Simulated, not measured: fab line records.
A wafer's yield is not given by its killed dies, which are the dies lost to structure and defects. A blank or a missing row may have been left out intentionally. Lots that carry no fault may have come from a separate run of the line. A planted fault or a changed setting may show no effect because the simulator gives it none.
Struck lot and sound lot, side by side | flow n5-finfet | 15 steps out of a route of 1938
Sound: the wafers L505.2, L505.4, L505.6. Struck: wafer L511.3 (left out: L511.4, L511.6 of the same lot, which were not struck); the cause appears at the end.
Order at every step that has rows: each side's tool, ch and its chambers, its first start. Under that, the readings that differ: sound wafers | struck wafers | difference of the means | sigmas: that difference in standard deviations of wafers without a fault.
alike: same words and numbers on both sides, and readings whose means sit less than 2 such deviations apart. not compared: any withheld reading, any reading some wafer has no value for, any bound like >300 that may hide the same value, and any number with overlapping values for which the record gives no deviation.
The two part at a step that has a row with sigmas, a row that says differs or no value, or rows on one side only. Non-overlapping numbers with no deviation appear without sigmas and do not part them. A reading that every wafer of one side lacks parts them only if that side has two wafers or more.

N5_HKMG_FIN_ETCHBACK_68: etches the open film in Cl2/Ar, stops on HfO2, target depth 0.5 nm.
  sound on rie-metal-03 ch 1, day 4 18:39; struck on rie-metal-02 ch 0, day 6 06:30
  reading               | sound          | struck | difference | sigmas
  oes-product-au (a.u.) | 0.69 0.68 0.69 | 0.86   | +0.17      | +2
  alike: drypump-motor-current-A, he-backside-leak-sccm, mfc-ar-sccm, throttle-valve-pct
  not compared: rf-hours-counter-h
then, 2 steps without rows for these wafers: N5_HKMG_FIN_STRIP_69 (strips in N2/H2, time 360 s); N5_HKMG_FIN_ALD_21 (deposits TiN, target thk 1.5 nm, pulse time 1 s, purge time 3 s).
N5_HKMG_FIN_ALD_72: deposits W, target thk 2 nm, pulse time 1 s, purge time 2 s.
  sound on cvd-w-01 ch 0,1, day 4 19:32; struck on cvd-w-02 ch 1, day 6 07:23
  alike: heater-power-w, precursor-pulse-height-rel
N5_HKMG_FIN_W_FILL_22: material W, target thk 60 nm, time 18.2 s.
  sound on cvd-w-01 ch 0,1, day 4 19:36; struck on cvd-w-02 ch 1, day 6 07:29
  alike: heater-power-w, throttle-valve-pct
then, 3 steps without rows for these wafers: N5_HKMG_FIN_PRECLEAN_83 (cleans in DIW, time 57.5 s); N5_HKMG_FIN_SRD_84 (dry time 32 s); N5_HKMG_FIN_CMP_23 (polishes, stops on SiNx, t overpolish 10 s, target thk 46.326 nm).
N5_HKMG_FIN_CMP_94: polishes, stops on SiNx, t overpolish 4.7 s, target thk 43.299 nm.
  sound on cmp-04 ch 0,2,3, day 4 20:16; struck on cmp-04 ch 3, day 6 08:05
  alike: motor-current-A, platen-rpm
  not compared: pad-life-wafers
N5_HKMG_FIN_INSPECT_28: inspects for defects (darkfield).
  sound on defect-inspect-01 at day 4 20:26; struck on defect-inspect-01 at day 6 08:19
  alike: raw-defect-count
N5_GATE_CUT_ETCHBACK_00: etches W in SF6/Cl2.
  sound on rie-metal-03 ch 0,1, day 4 20:28; struck on rie-metal-03 ch 0, day 6 08:23
  alike: drypump-motor-current-A, he-backside-leak-sccm, oes-product-au, throttle-valve-pct
  not compared: rf-hours-counter-h
N5_GATE_CUT_ETCH_56: etches TiN in Cl2/Ar, target depth 21.6 nm.
  sound on rie-metal-03 ch 0,1, day 4 20:35; struck on rie-metal-03 ch 0, day 6 08:30
  reading                  | sound             | struck | difference | sigmas
  bias-w (W)               | 60.13 59.85 60.02 | 46.95  | -13.05     | -72
  model.etch.depth-nm (nm) | 21.39 21.22 21.16 | 19.97  | -1.29      |
  alike: drypump-motor-current-A, he-backside-leak-sccm, mfc-ar-sccm, oes-product-au, throttle-valve-pct
  not compared: rf-hours-counter-h
then, 1 step without rows for these wafers: N5_GATE_CUT_ETCHBACK_30 (etches TiN in Cl2/Ar, target depth 3 nm).
-- here the record skips 4 days between the struck wafers' starts before and after, leaving off in module GATE_CUT and picking up in module BEOL_M4 (first step shown: number 1111 of the route) --
N5_BEOL_M4_RC_MEAS_101:
  sound on prober-02 ch 0, day 8 20:22; struck on prober-02 ch 0, day 10 04:25
  alike: DIBL_N, DIBL_P, IOFF_N, IOFF_P, ION_N, ION_P, SS_N, SS_P, VT_N, VT_P
next, for these wafers, 1 step has no rows: N5_PASSIVATION_PROBE_49.

WHERE THEY PART
At N5_HKMG_FIN_ETCHBACK_68 first; at N5_GATE_CUT_ETCH_56 last (within this record only). Later steps at which nothing parts them and some readings are alike: N5_BEOL_M4_RC_MEAS_101.

WHY: what the simulator had put in
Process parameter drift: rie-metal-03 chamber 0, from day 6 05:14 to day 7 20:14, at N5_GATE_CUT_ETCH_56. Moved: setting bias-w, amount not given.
